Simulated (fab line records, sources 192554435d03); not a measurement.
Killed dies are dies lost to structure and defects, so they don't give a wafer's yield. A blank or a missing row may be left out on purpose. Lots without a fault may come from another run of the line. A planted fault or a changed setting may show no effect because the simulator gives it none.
Split-lot experiment | flow n5_finfet | 7 lots, 21 wafers read, on a route of 1938 steps

THE SPLIT
At N5_PASSIVATION_EXPOSE_27 (exposes mask PAD, defocus 0 nm), the setting dose_mj was moved away from the recipe's 32.3 on 7 of the 21 wafers read, by -4.5% to +5.4%. The other wafers ran this setting at the recipe's value.

FROM THE SPLIT TO THE READING: what the file shows between them, 3 steps
- N5_PASSIVATION_PEB_28
- N5_PASSIVATION_DEVELOP_29: develop time 60 s
- N5_PASSIVATION_HARDBAKE_31: time 120 s

THE READING
cd_nm, in nm, at N5_PASSIVATION_CD_MEAS_30 (target cd 4000 nm). Fault-free wafers of this fab line usually give 3999.7 nm, standard deviation 2.1 nm.

wafer  | tool, chamber at the split | dose_mj as run | against the recipe | cd_nm, nm | against lot-mates on the recipe
L078.2 | krf_scanner-02, 0          | 32.3           | recipe             | 4002.2    | -
L078.3 | krf_scanner-02, 0          | 32.3           | recipe             | 4002.1    | -
L078.5 | krf_scanner-02, 0          | 32.3           | recipe             | 4001.9    | -
L080.4 | krf_scanner-01, 0          | 32.3           | recipe             | 3999.6    | -
L080.5 | krf_scanner-01, 0          | 32.3           | recipe             | 3999.3    | -
L080.6 | krf_scanner-01, 0          | 32.3           | recipe             | 4003.9    | -
L076.1 | krf_scanner-01, 0          | 32.3           | recipe             | 3996.3    | -
L076.3 | krf_scanner-01, 0          | 31.64          | -2.0%              | 3994.7    | -2.8
L076.4 | krf_scanner-01, 0          | 32.3           | recipe             | 3998.6    | -
L091.1 | krf_scanner-01, 0          | 32.3           | recipe             | 4003.1    | -
L091.3 | krf_scanner-01, 0          | 32.3           | recipe             | 3999.9    | -
L091.4 | krf_scanner-01, 0          | 34.04          | +5.4%              | 4009.2    | +7.7
L090.3 | krf_scanner-01, 0          | 30.89          | -4.4%              | 3989.6    | -12.1
L090.4 | krf_scanner-01, 0          | 30.89          | -4.4%              | 3994.0    | -7.7
L090.5 | krf_scanner-01, 0          | 32.3           | recipe             | 4001.7    | -
L095.1 | krf_scanner-02, 0          | 32.3           | recipe             | 3998.9    | -
L095.4 | krf_scanner-02, 0          | 31.67          | -2.0%              | 3996.6    | -2.8
L095.5 | krf_scanner-02, 0          | 32.3           | recipe             | 3999.9    | -
L093.4 | krf_scanner-01, 0          | 30.85          | -4.5%              | 3987.2    | -15.3
L093.5 | krf_scanner-01, 0          | 32.3           | recipe             | 4002.5    | -
L093.6 | krf_scanner-01, 0          | 30.85          | -4.5%              | 3992.4    | -10.1

THE FIT
A straight line over all 21 wafers: cd_nm changes by +2.04 nm for each +1% of dose_mj; r = +0.91; the points scatter about the line by 2.2 nm.
The same after taking each lot's own level away (the mean of its wafers on the recipe; 21 wafers): +2.14 nm for each +1%; r = +0.92; scatter 2.1 nm.
On that fit, the largest move of dose_mj shifts the reading by 12 nm.
The lots' own levels span 3997.45 to 4002.50 nm, that is 2.4 times the standard deviation above.
So the lot-to-lot level changes the slope little: the two slopes agree.
Check: with one of the wafers moved furthest among these (+5.4%) left out of the fit, the line predicts +13.6 nm for it against its lot-mates. It came out at +7.7 nm against them.

OTHER SPLITS ON THESE WAFERS
These wafers also went through other splits before the reading. Each is held against what the fit with the lots' levels taken away leaves over:
other split on the same wafers | wafers away from the commonest value | r with cd_nm (lot level and that fit taken away)
N5_BEOL_M13_COAT_66 spin_rpm   | 8                                    | -0.24
N5_BEOL_M14_ETCH_68 time_s     | 7                                    | +0.25
N5_BEOL_M14_SPUTTER_43 power_w | 6                                    | -0.20

THE FILE'S OWN FIT
cd_nm changes by +2 nm for each +1% of dose_mj, r = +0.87.
